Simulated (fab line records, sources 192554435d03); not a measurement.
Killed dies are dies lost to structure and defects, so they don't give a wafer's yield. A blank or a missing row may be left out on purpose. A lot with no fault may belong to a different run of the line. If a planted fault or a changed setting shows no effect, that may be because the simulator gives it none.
8D (eight disciplines) problem report, filled in by code ; flow n5Finfet ; the parts of the form that need people (team, actions taken, sign-off) are left out

1. WHAT IS WRONG
Mean of cdNm at N5_BEOL_M12_CD_MEAS_10: 127.4 nm across 2 wafers in 2 lots; on wafers with no fault it is 140.1 nm (standard deviation 2.5). That is -5.1 standard deviations from the usual mean.
The step: target cd 140 nm.
First seen on wafer L357.2, day 14 13:47, on cdSem-03. At this step, 33 wafers from 12 lots have a number in the record. The rule behind "out" and "out of limits": a value lying over 4 standard deviations away from the usual mean. All remaining wafers that have a number are taken as sound.

2. WHAT THIS IS AND IS NOT
question;is;is not
which readings at this step;cdNm;-
which lots;L357, L361;L342, L344, L345, L346, L350, L351, L353, L360, L363, L364
which wafers of those lots;L357.2, L361.2;L357.5, L361.4
read on which gauges;cdSem-02, cdSem-03;cdSem-01
when;from day 14 13:47;"up to then (21 sound wafers); but 10 sound wafers of L360, L361, L363, L364 came after"

3. SUSPECTS, AND WHAT RULES EACH OUT
Counting: a tool at a process step up to the reading stays a suspect if it ran every lot that is out. Sound lots after the first of them don't rule it out here, since some wafers of a struck lot are sound.
- ruled out: the gauge at N5_BEOL_M12_CD_MEAS_10. The wafers that are out were read on 2 gauges (cdSem-02, cdSem-03).
- pvdSputter-03 at N5_BEOL_M11_PRE_CLEAN_45 (time 30 s): kept. It ran every lot that is out, first L357 (day 14 11:38).
- lithoTrack-02 at N5_BEOL_M12_PEB_08 (peb time 90 s): kept. It ran every lot that is out, first L357 (day 14 13:40); its last sound lot up to then is L353 (day 13 15:51). Out on those wafers are its own readings of heaterPowerTotalW.
What counting leaves: pvdSputter-03 at N5_BEOL_M11_PRE_CLEAN_45 and lithoTrack-02 at N5_BEOL_M12_PEB_08.

4. THE CAUSE (what the simulator had put in)
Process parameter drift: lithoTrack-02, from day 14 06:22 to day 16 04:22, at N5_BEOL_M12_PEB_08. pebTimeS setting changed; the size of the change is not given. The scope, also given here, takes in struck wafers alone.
Counting leaves 2 suspects; this tool is one of them.

5. THE CHAIN OF EFFECTS, in route order
Each row: a reading where the mean over the struck wafers with a number is more than 3 standard deviations away from the usual. Readings are gone through only where the record gives a usual standard deviation; hours: the median, over the lots, of the time from a lot's start at the first step in this table giving one to that lot's start at this step; sigmas: the change measured in usual standard deviations.
hours;step;reading;usual;on struck wafers;change;sigmas
0;N5_BEOL_M12_PEB_08;heaterPowerTotalW;172.5 W;224.2;+51.8;+76
0;N5_BEOL_M12_CD_MEAS_10;cdNm;140.1 nm;127.4;-12.7;-5.1
The process steps in it:
- N5_BEOL_M12_PEB_08: peb time 90 s.

6. HOW IT WOULD HAVE BEEN CAUGHT EARLIER
Counted from the fault's start at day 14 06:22, it took 7 hours until the first out-of-limits reading at a measuring or inspecting step in this record, taken at day 14 13:47.
Tool's own readings at N5_BEOL_M12_PEB_08, heaterPowerTotalW: out on all struck wafers the step has rows for; an alarm limit on them would have tripped on the first.
Lots out: 2; of these, L361 started N5_BEOL_M12_PEB_08 on lithoTrack-02 after day 14 13:47. It would have been spared by a hold on the tool at that moment.
